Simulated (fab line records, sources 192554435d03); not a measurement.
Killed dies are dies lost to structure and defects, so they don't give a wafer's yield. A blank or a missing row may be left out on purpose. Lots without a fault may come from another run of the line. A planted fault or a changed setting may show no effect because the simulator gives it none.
fab line records | flow n5_finfet
record lots=10 wafers=28 last_day=17
route steps=1938 shown HKMG_FIN@454 GATE_CUT@466 BEOL_M4@1111
lots that met no fault: from a run of the same line without faults
start_h: hours from the record's first day to the start of the lot's first wafer shown | wait_h: hours since the lot's step before | " the same as in the row above | L1.1+2: a row that stands for several wafers | - no value, or no start given | * or withheld: withheld | < > ~ a bound
route shown NAME@n: a module of which the file shows steps, and the number in the route of the first | usual: mean/standard deviation of fault-free wafers | same: alike in all rows | chamber/n: place in a boat | sites: the reading at each site | _std_site: their standard deviation | _edge_site: outer sites' mean less inner sites' | radius_mm: how far each site lies from the wafer's centre | mask NAME#n: copy n | behind: the tool/chamber that last shaped the wafer | hold: why the lot was held/for how many hours/how that ended | device: the transistor (n, p or np) that didn't switch | end of line: the same wafers' tests at the end of the route | a step without rows: its recipe alone | killed: dies lost to structure and defects at the first sort, not the wafer's yield | map: a wafer's dies, x killed, . not, _ none there
set.NAME: the setting as run; set.NAME@STEP: as run at that earlier step | model.NAME: the simulator's own value behind a step, which no gauge read
steps of the route over a sample of lots; a table a step, a row a wafer
services: from which hour (start_h, from the record's first day; less than 0 if before it) a tool's chamber was out of use, for how many hours, and why
## steps
# step N5_HKMG_FIN_ETCHBACK_68
# recipe chemistry=Cl2/Ar stop_on=HfO2 target_depth_a=5 pressure_mtorr=10 icp_w=600 bias_w=60 Cl2_flow_sccm=40 Ar_flow_sccm=60
# usual drypump_motor_current_A=6.0/0.55 oes_product_au=0.74/0.088 throttle_valve_pct=20.78/0.26
# columns lot.wafer tool chamber start_h wait_h drypump_motor_current_A oes_product_au rf_hours_counter_h throttle_valve_pct
L639.1 rie_metal-03 0 85.19 0.0 6.1 0.69 70 20.66
L639.3 " 0 " " 6.2 0.69 - 20.67
L639.4 " 1 " " 6.1 0.78 - 20.81
L640.1 rie_metal-03 1 90.91 0.0 6.1 0.79 41 20.78
L640.4 " 1 " " 6.1 0.79 - 20.77
L640.6 " 1 " " 6.1 0.79 - 20.77
L644.2 rie_metal-02 1 116.05 0.0 6.6 0.85 12 20.66
L644.3 " 0 " " 5.1 0.67 - 20.87
L644.4 " 1 " " 6.6 0.85 - 20.67
L648.2 rie_metal-03 1 140.42 0.0 6.1 0.78 45 20.80
L653.1 rie_metal-02 1 166.04 0.0 6.6 0.84 18 20.69
L653.3 " 1 " " 6.7 0.83 - 20.69
L653.6 " 1 " " 6.7 0.83 - 20.70
L655.1 rie_metal-02 1 182.12 0.0 6.6 0.80 20 20.69
L655.4 " 1 " " 6.6 0.82 - 20.67
L655.6 " 0 " " 5.1 0.66 - 20.89
L656.1 rie_metal-01 1 192.77 0.0 6.4 0.61 117 21.49
L656.4 " 1 " " 6.4 0.62 - 21.48
L656.5 " 1 " " 6.4 0.62 - 21.48
L657.3 rie_metal-02 0 199.61 0.1 5.1 0.66 - 20.88
L657.4 " 1 " " 6.7 0.83 - 20.66
L657.5 " 1 " " 6.7 0.82 - 20.67
L660.1 rie_metal-03 1 212.77 0.0 6.1 0.76 51 20.82
L660.4 " 0 " " 6.2 0.67 - 20.70
L660.5 " 0 " " 6.2 0.67 - 20.72
L661.2 rie_metal-03 1 217.91 0.0 6.1 0.76 51 20.83
L661.3 " 0 " " 6.2 0.67 - 20.68
L661.4 " 1 " " 6.1 0.76 - 20.83
# step N5_HKMG_FIN_STRIP_69
# recipe chemistry=N2/H2 power_w=2500 temp_c=300 h2_frac=0.65 time_s=360 pressure_mtorr=withheld n2_flow_sccm=1750 h2_flow_sccm=3250
# usual drypump_motor_current_A=5.8/0.55 heater_power_w=491/30
# columns lot.wafer tool chamber start_h wait_h drypump_motor_current_A heater_power_w rf_hours_counter_h
L639.1 plasma_asher-01 0 85.34 0.1 6.1 519 37
L639.3 " 1 " " 5.4 524 -
L639.4 " 0 " " 6.1 518 -
L640.1 plasma_asher-02 1 91.05 0.1 5.2 477 96
L640.4 " 1 " " 5.2 466 -
L640.6 " 1 " " 5.2 471 -
L644.2 plasma_asher-01 0 116.19 0.1 6.1 511 44
L644.3 " 1 " " 5.3 530 -
L644.4 " 0 " " 6.2 494 -
L648.2 plasma_asher-01 1 140.56 0.1 5.3 515 51
L653.1 plasma_asher-01 1 166.18 0.1 5.3 532 56
L653.3 " 1 " " 5.3 515 -
L653.6 " 1 " " 5.3 506 -
L655.1 plasma_asher-02 0 182.26 0.1 6.5 440 111
L655.4 " 0 " " 6.5 452 -
L655.6 " 0 " " 6.5 445 -
L656.1 plasma_asher-02 1 192.91 0.1 5.2 475 112
L656.4 " 0 " " 6.5 453 -
L656.5 " 1 " " 5.2 476 -
L657.3 plasma_asher-02 0 199.83 0.2 6.5 440 -
L657.4 " 1 " " 5.2 476 -
L657.5 " 0 " " 6.5 451 -
L660.1 plasma_asher-02 1 212.95 0.1 5.2 468 117
L660.4 " 1 " " 5.2 474 -
L660.5 " 1 " " 5.2 466 -
L661.2 plasma_asher-01 1 218.05 0.1 5.3 506 66
L661.3 " 0 " " 6.1 518 -
L661.4 " 1 " " 5.3 524 -
# step N5_HKMG_FIN_CMP_94
# recipe stop_on=SiNx post_cmp_clean=w_dilute_nh4oh t_overpolish_s=4.7 down_force_psi=4 platen_rpm=50.289 pad_velocity_m_s=1.0006 target_thk_nm=43.299
# usual head_pressure_psi=3.999/0.0086 motor_current_A=12.4/1.2 slurry_flow_ml_min=150.0/0.49
# columns lot.wafer tool chamber start_h wait_h head_pressure_psi motor_current_A slurry_flow_ml_min
L639.3 cmp-02 3 86.82 0.4 3.981 11.0 150.4
L639.1 " 0 " " 3.996 11.1 150.0
L639.4 " 1 " " 3.985 12.1 150.2
L640.4 cmp-03 3 92.57 0.3 3.996 14.9 149.4
L640.1 " 0 " " 4.001 11.0 149.8
L640.6 " 3 " " 4.017 13.9 150.0
L644.2 cmp-02 0 117.58 0.4 3.999 11.4 149.4
L644.3 " 1 " " 3.999 12.6 151.1
L644.4 " 3 " " 3.998 11.3 150.2
L648.2 cmp-02 3 142.05 0.2 3.991 11.5 149.7
L653.3 cmp-02 2 167.58 0.4 3.998 13.1 150.3
L653.1 " 3 " " 4.005 11.4 150.4
L653.6 " 2 " " 3.992 12.6 150.7
L655.4 cmp-03 0 183.66 0.4 3.997 11.0 150.7
L655.1 " 3 " " 4.018 14.2 150.1
L655.6 " 0 " " 4.011 11.2 150.6
L656.4 cmp-02 1 194.33 0.3 3.987 12.9 149.7
L656.1 " 3 " " 3.993 10.8 149.6
L656.5 " 0 " " 4.011 12.3 149.4
L657.3 cmp-03 3 201.14 0.3 3.994 14.2 150.3
L657.4 " 0 " " 4.007 10.6 149.5
L657.5 " 3 " " 3.986 14.4 150.1
L660.4 cmp-02 3 214.34 0.4 3.997 11.3 149.9
L660.1 " 0 " " 3.999 10.8 150.3
L660.5 " 0 " " 3.992 11.3 150.0
L661.3 cmp-03 0 219.45 0.4 3.998 10.6 149.8
L661.2 " 1 " " 3.999 13.5 150.0
L661.4 " 3 " " 4.000 14.5 150.1
# step N5_GATE_CUT_ETCH_56
# recipe chemistry=Cl2/Ar target=TiN target_depth_a=216 pressure_mtorr=10 icp_w=600 bias_w=60 Cl2_flow_sccm=40 Ar_flow_sccm=60
# usual drypump_motor_current_A=6.0/0.49 mfc_cl2_sccm=39.99/0.13 oes_product_au=0.75/0.099 throttle_valve_pct=20.8/0.36
# columns lot.wafer tool chamber start_h wait_h drypump_motor_current_A mfc_cl2_sccm oes_product_au rf_hours_counter_h throttle_valve_pct
L639.1 rie_metal-03 1 87.20 0.1 6.1 39.89 0.82 40 20.8
L639.3 " 1 " " 6.1 39.99 0.81 - 20.8
L639.4 " 0 " " 6.1 40.23 0.69 - 20.7
L640.1 rie_metal-03 0 92.92 0.1 6.1 39.86 0.70 71 20.7
L640.4 " 0 " " 6.1 39.99 0.69 - 20.6
L640.6 " 0 " " 6.2 39.71 0.70 - 20.7
L644.2 rie_metal-03 1 117.97 0.1 6.1 40.02 0.81 43 20.8
L644.3 " 1 " " 6.1 40.14 0.81 - 20.8
L644.4 " 0 " " 6.2 43.04 0.70 - 21.0
L648.2 rie_metal-03 1 142.34 0.1 6.1 40.02 0.79 45 20.8
L653.1 rie_metal-02 1 167.97 0.1 6.6 40.08 0.85 18 20.7
L653.3 " 1 " " 6.6 39.90 0.83 - 20.7
L653.6 " 1 " " 6.6 39.86 0.85 - 20.7
L655.1 rie_metal-02 1 184.04 0.1 6.6 39.97 0.83 20 20.7
L655.4 " 0 " " 5.1 40.11 0.68 - 20.9
L655.6 " 1 " " 6.6 40.06 0.84 - 20.7
L656.1 rie_metal-03 1 194.69 0.1 6.1 40.11 0.79 50 20.8
L656.4 " 1 " " 6.1 39.97 0.79 - 20.8
L656.5 " 1 " " 6.1 40.11 0.79 - 20.8
L657.3 rie_metal-02 1 201.52 0.1 6.6 40.30 0.83 - 20.7
L657.4 " 0 " " 5.1 40.23 0.67 - 20.9
L657.5 " 1 " " 6.6 40.08 0.83 - 20.7
L660.1 rie_metal-01 1 214.73 0.1 6.3 40.30 0.61 119 21.5
L660.4 " 1 " " 6.3 39.99 0.62 - 21.5
L660.5 " 1 " " 6.3 39.91 0.61 - 21.5
L661.2 rie_metal-03 0 219.84 0.1 6.2 39.88 0.67 81 20.7
L661.3 " 0 " " 6.2 40.26 0.68 - 20.7
L661.4 " 1 " " 6.1 39.96 0.78 - 20.8
# step N5_BEOL_M4_RC_MEAS_101
# usual DIBL_N=35.3/1.5 DIBL_P=35.3/1.9 IOFF_N=0.145/0.027 IOFF_P=0.20/0.033 ION_N=670/12 ION_P=462/6.8 SS_N=71.3/0.6 SS_P=73.1/0.7 VT_N=251/3.4 VT_P=-251/3.2
# columns lot.wafer tool chamber start_h wait_h DIBL_N[mV/V] DIBL_P[mV/V] IOFF_N[nA/um] IOFF_P[nA/um] ION_N[uA/um] ION_P[uA/um] SS_N[mV/dec] SS_P[mV/dec] VT_N[mV] VT_P[mV]
L640.1 prober-02 0 192.03 0.0 33.6 35.7 0.140 0.19 675 461 70.7 74.2 247 -252
L640.4 " 0 " " 36.0 38.2 0.180 0.24 683 466 71.5 73.6 245 -249
L640.6 " 0 " " 35.5 37.7 0.182 0.22 686 462 71.5 74.4 246 -248
L639.1 prober-01 0 193.92 0.0 35.0 35.7 0.138 0.18 659 450 71.0 73.1 254 -253
L639.3 " 0 " " 36.3 38.0 0.166 0.21 680 460 71.8 74.1 249 -251
L639.4 " 0 " " 36.2 37.4 0.154 0.20 666 455 71.5 73.9 251 -251
L644.2 prober-02 0 232.01 0.2 39.0 40.1 0.230 0.33 693 476 72.4 75.6 247 -242
L644.3 " 0 " " 35.8 36.8 0.172 0.25 676 474 72.2 73.9 245 -241
L644.4 " 0 " " 36.0 36.7 0.174 0.25 679 471 71.8 73.8 252 -246
L648.2 prober-02 0 241.25 0.2 33.6 33.8 0.130 0.20 674 474 70.3 72.5 249 -250
L653.1 prober-02 0 276.42 0.0 35.0 34.5 0.126 0.17 671 461 71.3 73.3 254 -251
L653.3 " 0 " " 36.7 36.2 0.153 0.20 669 456 71.5 73.5 251 -252
L653.6 " 0 " " 34.3 33.6 0.119 0.17 670 464 71.0 72.6 254 -255
L655.1 prober-01 0 291.23 0.0 35.8 35.4 0.139 0.19 667 461 71.4 72.9 256 -252
L655.4 " 0 " " 34.0 33.6 0.103 0.17 641 449 71.2 73.1 257 -254
L655.6 " 0 " " 37.7 37.9 0.166 0.23 659 453 71.9 73.5 251 -252
L656.1 prober-02 0 296.26 0.0 35.1 35.6 0.145 0.20 682 466 72.3 73.7 252 -250
L656.4 " 0 " " 38.0 38.5 0.202 0.26 690 471 73.0 74.0 246 -247
L656.5 " 0 " " 33.5 33.5 0.112 0.16 657 452 71.0 73.2 257 -255
L657.3 prober-01 0 302.49 0.3 35.4 36.6 0.162 0.20 679 462 71.3 73.0 248 -253
L657.4 " 0 " " 35.7 36.8 0.163 0.20 680 464 70.8 73.5 248 -254
L657.5 " 0 " " 33.4 34.4 0.128 0.16 675 462 69.8 72.7 250 -256
L660.1 prober-02 0 307.25 0.0 36.9 37.1 0.151 0.21 667 460 71.1 73.5 248 -249
L660.4 " 0 " " 35.1 34.1 0.120 0.18 663 465 71.8 72.4 254 -250
L660.5 " 0 " " 37.1 36.7 0.148 0.22 658 456 71.5 73.8 250 -248
L661.2 prober-01 0 311.05 0.2 36.4 36.2 0.156 0.21 663 459 71.5 73.0 250 -249
L661.3 " 0 " " 35.1 34.7 0.147 0.19 675 458 70.4 72.8 249 -250
L661.4 " 0 " " 34.8 33.9 0.126 0.17 657 457 70.7 72.9 252 -255
## services
# columns tool chamber start_h hours kind
cmp-02 - 71.33 4.0 pm
cmp-02 - 75.33 - consumable_replace:conditioner
cmp-02 - 75.33 - consumable_replace:pad
rie_metal-03 1 78.66 2.0 repair
cmp-02 - 87.39 4.7 pm
cmp-03 - 96.33 6.2 repair
plasma_asher-02 - 100.42 7.9 repair
cmp-03 - 149.63 0.7 repair
cmp-02 - 151.78 0.3 repair
cmp-03 - 161.96 4.0 pm
rie_metal-03 - 165.82 2.8 pm
cmp-03 - 165.96 - consumable_replace:conditioner
cmp-03 - 165.96 - consumable_replace:pad
cmp-03 - 168.83 0.2 repair
plasma_asher-02 - 208.16 1.9 repair
## key
first_sign step=N5_GATE_CUT_ETCH_56 reading=mfc_cl2_sccm direction=up sigmas=24 usual=39.99 struck=43.04
effect none on later readings
met_at N5_GATE_CUT_ETCH_56
struck_lots L644
struck_wafers L644.4
not_acting_at N5_HKMG_FIN_ETCHBACK_68,N5_HKMG_FIN_STRIP_69,N5_HKMG_FIN_CMP_94
onset_between 92.92 117.97
fault kind=process_parameter_drift tool=rie_metal-03 chamber=0 onset_h=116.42 steps=N5_GATE_CUT_ETCH_56 channel=Cl2_flow_sccm offset=3.0245 shape=step end_h=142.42 acts_in=these_recipes_only stated=40
